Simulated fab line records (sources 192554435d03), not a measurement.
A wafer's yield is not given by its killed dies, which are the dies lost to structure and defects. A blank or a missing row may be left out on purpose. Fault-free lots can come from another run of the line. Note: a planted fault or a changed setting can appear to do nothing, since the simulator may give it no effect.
A lot that was struck, set against a sound lot / flow n5-finfet / 36 steps out of a route of 1938
Sound: wafers L828.2, L828.4, L828.6. Struck: wafer L835.3 (left out: L835.4, L835.6 of the same lot, which were not struck); the cause appears at the end.
Each step with rows lists, per side, the tool, then ch with its chambers, then its first start. Under that, the readings that differ: sound wafers / struck wafers / difference of the means / sigmas: that difference in standard deviations of wafers without a fault.
alike: a reading whose means differ by less than 2 such deviations, as well as words and numbers matching on both sides. not compared: withheld readings; readings where some wafer has no value; bounds like >300 that might hide an equal value; numbers whose values overlap and for which the record gives no deviation.
Wherever a step has rows on one side only, a row that says differs or no value, or a row with sigmas, the two part there. Non-overlapping numbers with no deviation appear without sigmas and do not part them. A reading that every wafer of one side lacks parts them only if that side has two wafers or more.

first, 9 steps without rows for these wafers: N5_WELL_APT_DESCUM_30 (chemistry O2, time 7.9 s); N5_WELL_APT_IMPLANT_31; N5_WELL_APT_IMPLANT_32; N5_WELL_APT_STRIP_33 (strips in SPM, time 900 s); N5_WELL_APT_RTA_34 (time 10 s); N5_WELL_APT_OXIDE_STRIP_42 (strips SiO2 in dHF, time 45 s, target depth 12 nm); N5_WELL_APT_PRECLEAN_36 (cleans in O3/DIW, time 45 s); N5_WELL_APT_PRECLEAN_39 (cleans in dHF, time 60 s); N5_WELL_APT_SRD_37 (time 30 s).
N5_WELL_APT_EPI_41: deposits Si from SiH4/H2, target thk 50 nm, time 297.7 s.
  sound on epi-rpcvd-04 ch 0, day 2 22:40; struck on epi-rpcvd-04 ch 0, day 4 16:42
reading=model.Si_of_WELL_APT_EPI_41.thk-nm (nm); sound=51.14 50.7 50.38; struck=40.89; difference=-9.85; sigmas=
  alike: throttle-valve-pct
then, 24 steps without rows for these wafers: N5_PMOS_HMC_CHANNEL_EPI_HM_DEP_34 (deposits SiO2 from TEOS/O2, target thk 36 nm, time 6.9 s); N5_PMOS_HMC_CHANNEL_EPI_COAT_31 (time 60 s, resist thk 66 nm); N5_PMOS_HMC_CHANNEL_EPI_COAT_03 (resist thk 205 nm); N5_PMOS_HMC_CHANNEL_EPI_EBR_05; N5_PMOS_HMC_CHANNEL_EPI_SOFTBAKE_04 (time 60 s); N5_PMOS_HMC_CHANNEL_EPI_EXPOSE_06 (exposes mask PMOS HMC BLK, target cd 240 nm); N5_PMOS_HMC_CHANNEL_EPI_PEB_07 (peb time 60 s); N5_PMOS_HMC_CHANNEL_EPI_DEVELOP_08 (develop time 30 s); N5_PMOS_HMC_CHANNEL_EPI_DESCUM_14 (chemistry O2, time 7.9 s); N5_PMOS_HMC_CHANNEL_EPI_ETCH_32 (etches BARC in N2/H2, stops on SiO2, target depth 85.8 nm, time 50.3 s); N5_PMOS_HMC_CHANNEL_EPI_HM_OPEN_15 (chemistry CHF3/O2, target SiO2, target depth 40.6 nm, time 20.3 s); N5_PMOS_HMC_CHANNEL_EPI_STRIP_33 (strips in N2/H2); N5_PMOS_HMC_CHANNEL_EPI_STRIP_17 (strips in SPM, time 750 s); N5_PMOS_HMC_CHANNEL_EPI_ETCH_38 (etches SiO2 in CF4, target depth 1.5 nm); N5_PMOS_HMC_CHANNEL_EPI_FIN_RECESS_16 (chemistry HBr/Cl2, target Si, target depth 54 nm, time 18 s); N5_PMOS_HMC_CHANNEL_EPI_PRECLEAN_36 (cleans in O3/DIW, time 45 s); N5_PMOS_HMC_CHANNEL_EPI_PRECLEAN_18 (cleans in DHF, time 30 s); N5_PMOS_HMC_CHANNEL_EPI_SRD_19 (time 30 s); N5_PMOS_HMC_CHANNEL_EPI_EPI_20 (deposits SiGe30, target thk 59 nm); N5_PMOS_HMC_CHANNEL_EPI_HM_STRIP_35 (strips SiO2 in dHF, material SiO2, target depth 39.6 nm, time 216 s); N5_PMOS_HMC_CHANNEL_EPI_SRD_39 (time 30 s); N5_PMOS_HMC_CHANNEL_EPI_CMP_21 (polishes SiGe30, target thk 54 nm); N5_PMOS_HMC_CHANNEL_EPI_PRECLEAN_40 (cleans in DHF, time 30 s); N5_PMOS_HMC_CHANNEL_EPI_PRECLEAN_37 (cleans in O3/DIW, time 45 s).
N5_SD_EPI_N_STRIP_18: strips in SPM, time 750 s.
  sound on wet-bench-06 ch 1,3,5, day 4 12:47; struck on wet-bench-01 ch 7, day 6 02:38
reading=model.Si_of_WELL_APT_EPI_41.thk-nm (nm); sound=9.8 10.2 8.6; struck=4.8; difference=-4.7; sigmas=
-- the record jumps here: 5 days lie between the struck wafers' starts before and after (it left off in module SD_EPI_N and takes up again in module BEOL_M4, whose first step shown is number 1111 of the route) --
N5_BEOL_M4_RC_MEAS_101:
  sound on prober-01 ch 0, day 9 14:41; struck on prober-02 ch 0, day 11 10:21
reading=CJ_N; sound=4.29 4.19 4.34; struck=5.05; difference=+0.78; sigmas=+8
reading=CJ_P; sound=6.00 5.54 5.65; struck=4.13; difference=-1.60; sigmas=-11
reading=DIBL_P (mV/V); sound=36.4 36.9 33.8; struck=39.6; difference=+3.9; sigmas=+2
reading=ION_P (uA/um); sound=459 463 450; struck=475; difference=+18; sigmas=+2
reading=RS_PWELL (ohm/sq); sound=3002 2993 3014; struck=3126; difference=+123; sigmas=+6
  alike: DIBL_N, IOFF_N, IOFF_P, ION_N, RS_NWELL, SS_N, SS_P, VT_N, VT_P

## WHERE THEY PART
Within this record, at N5_BEOL_M4_RC_MEAS_101 only.

WHY: what the simulator had put in
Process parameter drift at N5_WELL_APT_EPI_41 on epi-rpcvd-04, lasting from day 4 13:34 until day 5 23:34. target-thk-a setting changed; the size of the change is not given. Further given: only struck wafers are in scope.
